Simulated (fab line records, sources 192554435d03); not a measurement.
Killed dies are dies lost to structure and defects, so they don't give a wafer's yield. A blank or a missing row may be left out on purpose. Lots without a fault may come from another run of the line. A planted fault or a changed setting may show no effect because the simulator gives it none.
One fault seen from 2 desks | flow n5_finfet | each desk has only its own numbers; what lay behind them comes last

THE TOOL OWNER'S DESK: epi_rpcvd-03
The tool's own readings at N5_SD_EPI_N_EPI_21 (deposits Si:P, time 690 s): means of the sampled wafers that have a number, for each lot that ran on this tool. A lot is out of limits, marked OUT, if its mean lies more than 4 standard deviations from the usual mean; the brackets give that distance.
Columns: A = lamp_inner_pct at N5_SD_EPI_N_EPI_21, usual 16.0 %; B = susceptor_temp_C at N5_SD_EPI_N_EPI_21, usual 680.04 C; C = susceptor_temp_C_max at N5_SD_EPI_N_EPI_21, usual 681.8
lot  | first seen here | A    | B                 | C
L669 | day 3 22:57     | 16.6 | 680.32            | 682.0
L683 | day 7 10:34     | 16.7 | 681.72 (+5.8) OUT | 683.5 (+4.3) OUT
L685 | day 7 21:28     | 16.6 | 681.86 (+6.3) OUT | 683.4 (+4.1) OUT
This desk's finding: out of limits on L683, L685; first on L683, day 7 10:34 (susceptor_temp_C at N5_SD_EPI_N_EPI_21). In limits: L669.

THE METROLOGY DESK
What the gauges read, lot by lot, whatever tool the lot ran on: means of the sampled wafers that have a number. A lot is out of limits, marked OUT, if its mean lies more than 4 standard deviations from the usual mean; the brackets give that distance. Of its 10 readings 7 are shown: those that lie furthest out on some lot.
Columns: A = DIBL_N at N5_BEOL_M4_RC_MEAS_101, usual 36.9 mV/V; B = DIBL_P at N5_BEOL_M4_RC_MEAS_101, usual 36.7 mV/V; C = IOFF_N at N5_BEOL_M4_RC_MEAS_101, usual 0.17 nA/um; D = ION_N at N5_BEOL_M4_RC_MEAS_101, usual 674 uA/um; E = ION_P at N5_BEOL_M4_RC_MEAS_101, usual 461 uA/um; F = SS_N at N5_BEOL_M4_RC_MEAS_101, usual 71.7 mV/dec; G = VT_N at N5_BEOL_M4_RC_MEAS_101, usual 249 mV
lot  | first seen here | A    | B    | C    | D   | E   | F    | G
L669 | day 8 13:54     | 35.1 | 34.5 | 0.16 | 666 | 455 | 70.8 | 252
L683 | day 12 07:05    | 36.1 | 35.9 | 0.15 | 669 | 463 | 71.2 | 250
L685 | day 12 22:23    | 35.7 | 35.6 | 0.16 | 679 | 467 | 71.8 | 248
L687 | day 13 05:02    | 34.2 | 33.2 | 0.12 | 655 | 451 | 71.5 | 254
This desk's finding: nothing out of limits on any of the 4 lots.

PUT TOGETHER
The tool owner's desk could have raised an alarm at day 7 10:34, on L683, L685.
The metrology desk saw nothing out of limits.
The metrology desk has L683, L685 on record, within its limits.
Of the lots named, all ran N5_SD_EPI_N_EPI_21 on epi_rpcvd-03.

WHAT THE SIMULATOR HAD PUT IN
Process parameter drift: epi_rpcvd-03, from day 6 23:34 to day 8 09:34, at N5_SD_EPI_N_EPI_21. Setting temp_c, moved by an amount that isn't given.
Lots struck among those shown: L683, L685.
Hours from the fault's start to each desk's first reading out of limits: the tool owner's desk, 11.
